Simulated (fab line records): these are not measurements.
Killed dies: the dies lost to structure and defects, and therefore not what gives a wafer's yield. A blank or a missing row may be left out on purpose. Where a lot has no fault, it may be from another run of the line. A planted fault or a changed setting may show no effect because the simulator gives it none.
Chamber matching :: flow n5-finfet :: rie-diel-05 running N5_HKMG_FIN_ETCH_32: 4 sister chambers
The step etches SOC in N2/H2, target depth 240 nm, time 300 s. 4 wafers are shown with their chamber, then 8 later ones without.

## WAFERS WITH THEIR CHAMBER
wafer: L086.4
chamber: 0
showerhead-plenum-p-Torr (Torr): 2.58

wafer: L094.1
chamber: 3
showerhead-plenum-p-Torr (Torr): 2.48

wafer: L094.3
chamber: 1
showerhead-plenum-p-Torr (Torr): 2.47

wafer: L095.2
chamber: 2
showerhead-plenum-p-Torr (Torr): 2.64

## WAFERS MISSING THEIR CHAMBER
wafer: L095.5
showerhead-plenum-p-Torr (Torr): 2.57

wafer: L095.6
showerhead-plenum-p-Torr (Torr): 2.48

wafer: L096.2
showerhead-plenum-p-Torr (Torr): 2.47

wafer: L096.5
showerhead-plenum-p-Torr (Torr): 2.64

wafer: L096.6
showerhead-plenum-p-Torr (Torr): 2.48

wafer: L097.1
showerhead-plenum-p-Torr (Torr): 2.48

wafer: L097.5
showerhead-plenum-p-Torr (Torr): 2.57

wafer: L097.6
showerhead-plenum-p-Torr (Torr): 2.47

## EACH ONE'S CHAMBER
wafer: L095.5
from the rows above: 0
in truth: 0

wafer: L095.6
from the rows above: can't be placed: 3 or 1
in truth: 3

wafer: L096.2
from the rows above: can't be placed: 1 or 3
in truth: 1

wafer: L096.5
from the rows above: 2
in truth: 2

wafer: L096.6
from the rows above: can't be placed: 3 or 1
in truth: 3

wafer: L097.1
from the rows above: can't be placed: 3 or 1
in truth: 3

wafer: L097.5
from the rows above: 0
in truth: 0

wafer: L097.6
from the rows above: can't be placed: 1 or 3
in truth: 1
Placed correctly: 3 of 8. Cannot be placed on the basis of these rows: 5; the candidates contain the true chamber in 5. 0 placed wrongly.
How it was worked out, from the rows above alone: a wafer's distance from a chamber is the root of the sum, over the readings, of the square of ((its reading less the chamber's mean) divided by the reading's scatter). If the next closest chamber is less than 2 further off than the closest, the wafer can't be placed; otherwise it belongs to the closest. The mean given for a chamber averages the wafers shown for that chamber. The scatter: root of mean squared gap, hidden wafer to nearest shown wafer, with one shown wafer a chamber.
